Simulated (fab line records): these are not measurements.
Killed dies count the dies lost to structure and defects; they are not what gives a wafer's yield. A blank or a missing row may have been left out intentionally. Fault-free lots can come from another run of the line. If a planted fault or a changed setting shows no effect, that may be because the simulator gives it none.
Split-lot trial / flow n5 finfet / 39 wafers read from 7 lots, route of 1938 steps

## ABOUT THE SPLIT
At N5_FIN_SAQP_ETCH_65 (etches SiO2 in CF4, target depth 4 nm, time 4.4 s), the setting time s was moved away from the recipe's 4.4 s on 15 of the 39 wafers read, by -52.8% to +52.5%. The other wafers ran this setting at the recipe's value.

Reading taken at the split's own step.

## THE READING
etch.depth nm (the simulator's own value, which no gauge read), in nm, at N5_FIN_SAQP_ETCH_65 (etches SiO2 in CF4, target depth 4 nm, time 4.4 s). The file does not state a usual value for it. Here, 24 wafers ran the recipe; their average is 3.946 nm with a standard deviation of 0.15 nm.

wafer=L075.1; tool, chamber at the split=rie si-05, 0; time s as run, s=2.079; against the recipe=-52.8%; etch.depth nm, nm=2.009; against lot-mates on the recipe=-1.886
wafer=L075.2; tool, chamber at the split=rie si-05, 2; time s as run, s=4.4; against the recipe=recipe; etch.depth nm, nm=3.824; against lot-mates on the recipe=-
wafer=L075.3; tool, chamber at the split=rie si-05, 3; time s as run, s=4.4; against the recipe=recipe; etch.depth nm, nm=3.94; against lot-mates on the recipe=-
wafer=L075.4; tool, chamber at the split=rie si-05, 1; time s as run, s=2.079; against the recipe=-52.8%; etch.depth nm, nm=1.811; against lot-mates on the recipe=-2.084
wafer=L075.5; tool, chamber at the split=rie si-05, 3; time s as run, s=4.4; against the recipe=recipe; etch.depth nm, nm=3.92; against lot-mates on the recipe=-
wafer=L075.6; tool, chamber at the split=rie si-05, 2; time s as run, s=2.079; against the recipe=-52.8%; etch.depth nm, nm=1.799; against lot-mates on the recipe=-2.096
wafer=L076.2; tool, chamber at the split=rie si-05, 1; time s as run, s=4.4; against the recipe=recipe; etch.depth nm, nm=3.83; against lot-mates on the recipe=-
wafer=L076.3; tool, chamber at the split=rie si-05, 2; time s as run, s=4.4; against the recipe=recipe; etch.depth nm, nm=3.807; against lot-mates on the recipe=-
wafer=L076.5; tool, chamber at the split=rie si-05, 2; time s as run, s=4.4; against the recipe=recipe; etch.depth nm, nm=3.794; against lot-mates on the recipe=-
wafer=L077.1; tool, chamber at the split=rie si-05, 1; time s as run, s=4.4; against the recipe=recipe; etch.depth nm, nm=3.836; against lot-mates on the recipe=-
wafer=L077.2; tool, chamber at the split=rie si-05, 0; time s as run, s=4.4; against the recipe=recipe; etch.depth nm, nm=4.204; against lot-mates on the recipe=-
wafer=L077.3; tool, chamber at the split=rie si-05, 3; time s as run, s=4.4; against the recipe=recipe; etch.depth nm, nm=3.908; against lot-mates on the recipe=-
wafer=L077.4; tool, chamber at the split=rie si-05, 2; time s as run, s=4.4; against the recipe=recipe; etch.depth nm, nm=3.8; against lot-mates on the recipe=-
wafer=L077.5; tool, chamber at the split=rie si-05, 3; time s as run, s=4.4; against the recipe=recipe; etch.depth nm, nm=3.925; against lot-mates on the recipe=-
wafer=L077.6; tool, chamber at the split=rie si-05, 2; time s as run, s=4.4; against the recipe=recipe; etch.depth nm, nm=3.809; against lot-mates on the recipe=-
wafer=L078.1; tool, chamber at the split=rie si-01, 0; time s as run, s=4.4; against the recipe=recipe; etch.depth nm, nm=3.979; against lot-mates on the recipe=-
wafer=L078.2; tool, chamber at the split=rie si-01, 1; time s as run, s=6.232; against the recipe=+41.6%; etch.depth nm, nm=5.88; against lot-mates on the recipe=+1.932
wafer=L078.3; tool, chamber at the split=rie si-01, 2; time s as run, s=6.232; against the recipe=+41.6%; etch.depth nm, nm=5.439; against lot-mates on the recipe=+1.491
wafer=L078.4; tool, chamber at the split=rie si-01, 3; time s as run, s=4.4; against the recipe=recipe; etch.depth nm, nm=3.997; against lot-mates on the recipe=-
wafer=L078.5; tool, chamber at the split=rie si-01, 1; time s as run, s=6.232; against the recipe=+41.6%; etch.depth nm, nm=5.927; against lot-mates on the recipe=+1.979
wafer=L078.6; tool, chamber at the split=rie si-01, 2; time s as run, s=4.4; against the recipe=recipe; etch.depth nm, nm=3.867; against lot-mates on the recipe=-
wafer=L086.1; tool, chamber at the split=rie si-03, 0; time s as run, s=3.191; against the recipe=-27.5%; etch.depth nm, nm=2.923; against lot-mates on the recipe=-0.979
wafer=L086.2; tool, chamber at the split=rie si-03, 2,1; time s as run, s=4.4; against the recipe=recipe; etch.depth nm, nm=3.908; against lot-mates on the recipe=-
wafer=L086.4; tool, chamber at the split=rie si-03, 2,1; time s as run, s=4.4; against the recipe=recipe; etch.depth nm, nm=3.908; against lot-mates on the recipe=-
wafer=L086.3; tool, chamber at the split=rie si-03, 3; time s as run, s=4.4; against the recipe=recipe; etch.depth nm, nm=3.889; against lot-mates on the recipe=-
wafer=L086.5; tool, chamber at the split=rie si-03, 1; time s as run, s=3.191; against the recipe=-27.5%; etch.depth nm, nm=2.828; against lot-mates on the recipe=-1.074
wafer=L086.6; tool, chamber at the split=rie si-03, 0; time s as run, s=3.191; against the recipe=-27.5%; etch.depth nm, nm=2.968; against lot-mates on the recipe=-0.934
wafer=L092.1; tool, chamber at the split=rie si-05, 1; time s as run, s=2.242; against the recipe=-49.0%; etch.depth nm, nm=1.98; against lot-mates on the recipe=-2.194
wafer=L092.2; tool, chamber at the split=rie si-05, 0; time s as run, s=4.4; against the recipe=recipe; etch.depth nm, nm=4.321; against lot-mates on the recipe=-
wafer=L092.3; tool, chamber at the split=rie si-05, 2; time s as run, s=2.242; against the recipe=-49.0%; etch.depth nm, nm=1.963; against lot-mates on the recipe=-2.211
wafer=L092.4; tool, chamber at the split=rie si-05, 3; time s as run, s=4.4; against the recipe=recipe; etch.depth nm, nm=3.935; against lot-mates on the recipe=-
wafer=L092.5; tool, chamber at the split=rie si-05, 3; time s as run, s=2.242; against the recipe=-49.0%; etch.depth nm, nm=2.032; against lot-mates on the recipe=-2.142
wafer=L092.6; tool, chamber at the split=rie si-05, 0; time s as run, s=4.4; against the recipe=recipe; etch.depth nm, nm=4.267; against lot-mates on the recipe=-
wafer=L094.1; tool, chamber at the split=rie si-01, 3; time s as run, s=4.4; against the recipe=recipe; etch.depth nm, nm=4.045; against lot-mates on the recipe=-
wafer=L094.2; tool, chamber at the split=rie si-01, 1; time s as run, s=6.708; against the recipe=+52.5%; etch.depth nm, nm=6.319; against lot-mates on the recipe=+2.304
wafer=L094.3; tool, chamber at the split=rie si-01, 0; time s as run, s=6.708; against the recipe=+52.5%; etch.depth nm, nm=5.985; against lot-mates on the recipe=+1.970
wafer=L094.4; tool, chamber at the split=rie si-01, 2; time s as run, s=6.708; against the recipe=+52.5%; etch.depth nm, nm=5.893; against lot-mates on the recipe=+1.878
wafer=L094.5; tool, chamber at the split=rie si-01, 1; time s as run, s=4.4; against the recipe=recipe; etch.depth nm, nm=4.165; against lot-mates on the recipe=-
wafer=L094.6; tool, chamber at the split=rie si-01, 2; time s as run, s=4.4; against the recipe=recipe; etch.depth nm, nm=3.835; against lot-mates on the recipe=-
Rows listing several chambers each stand for several wafers; the file does not say which wafer went through which chamber.

THE FIT
A straight line over all 39 wafers: etch.depth nm changes by +0.0403 nm for each +1% of time s; r = +0.99; the points scatter about the line by 0.15 nm.
The same after taking each lot's own level away (the mean of its wafers on the recipe; 39 wafers): +0.0406 nm for each +1%; r = +0.99; scatter 0.15 nm.
According to that fit, moving time s by its largest amount changes the reading by 2.1 nm.
Measured against the standard deviation above, the lots' own levels, which go from 3.8103 to 4.1743 nm, span 2.5 times it.
The two slopes agree, so the slope changes little with the lot-to-lot level.
Check: for one of the wafers moved furthest among these (-52.8%), held out of the fit, the line's prediction against its lot-mates is -2.17 nm. Against them it came out at -1.89 nm.

## FILE'S OWN FIT
etch.depth nm changes by +0.0406 nm for each +1% of time s, r = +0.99.
